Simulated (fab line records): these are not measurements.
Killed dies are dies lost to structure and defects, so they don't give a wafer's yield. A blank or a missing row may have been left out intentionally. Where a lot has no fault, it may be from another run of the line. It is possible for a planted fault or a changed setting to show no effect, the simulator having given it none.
Matching of chambers	flow n5_finfet	cmp-02 running N5_HKMG_FIN_CMP_94: 4 sister chambers
The step polishes, stops on SiNx, t overpolish 4.7 s, target thk 43.299 nm. 8 wafers are shown with their chamber, then 9 later ones without.

WAFERS PAIRED WITH THEIR CHAMBERS
wafer	chamber	motor_current_A (A)
L082.2	0	12.4
L082.5	2	12.1
L084.1	1	13.9
L084.5	3	12.0
L084.6	2	11.9
L086.1	1	13.4
L086.3	0	12.6
L086.5	3	11.9

WAFERS WITH NO CHAMBER GIVEN
wafer	motor_current_A (A)
L089.1	12.1
L089.4	12.4
L089.5	11.7
L095.1	13.8
L095.4	12.3
L095.6	12.3
L096.2	12.4
L096.4	11.9
L096.5	14.2

THE CHAMBER EACH PASSED THROUGH
wafer	from the rows above	in truth
L089.1	can't be placed: 2 or 3 or 0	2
L089.4	can't be placed: 0 or 2 or 3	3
L089.5	can't be placed: 3 or 2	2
L095.1	1	1
L095.4	can't be placed: 0 or 2 or 3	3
L095.6	can't be placed: 0 or 2 or 3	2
L096.2	can't be placed: 0 or 2 or 3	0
L096.4	can't be placed: 3 or 2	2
L096.5	1	1
Placed correctly: 2 of 9. Unplaceable from these rows: 7, with the true chamber sitting among the candidates in 7. Wrongly placed: 0.
How it was worked out, from the rows above alone: a wafer's distance from a chamber is the root of the sum, over the readings, of the square of ((its reading less the chamber's mean) divided by the reading's scatter). If the next closest chamber is less than 2 further off than the closest, the wafer can't be placed; otherwise it belongs to the closest. For every chamber, the mean is computed from those of its wafers that are shown. How the scatter is found: for the shown wafers, subtract from each reading the mean of its chamber, square and add these, divide the total by (wafers less chambers), then take the root.
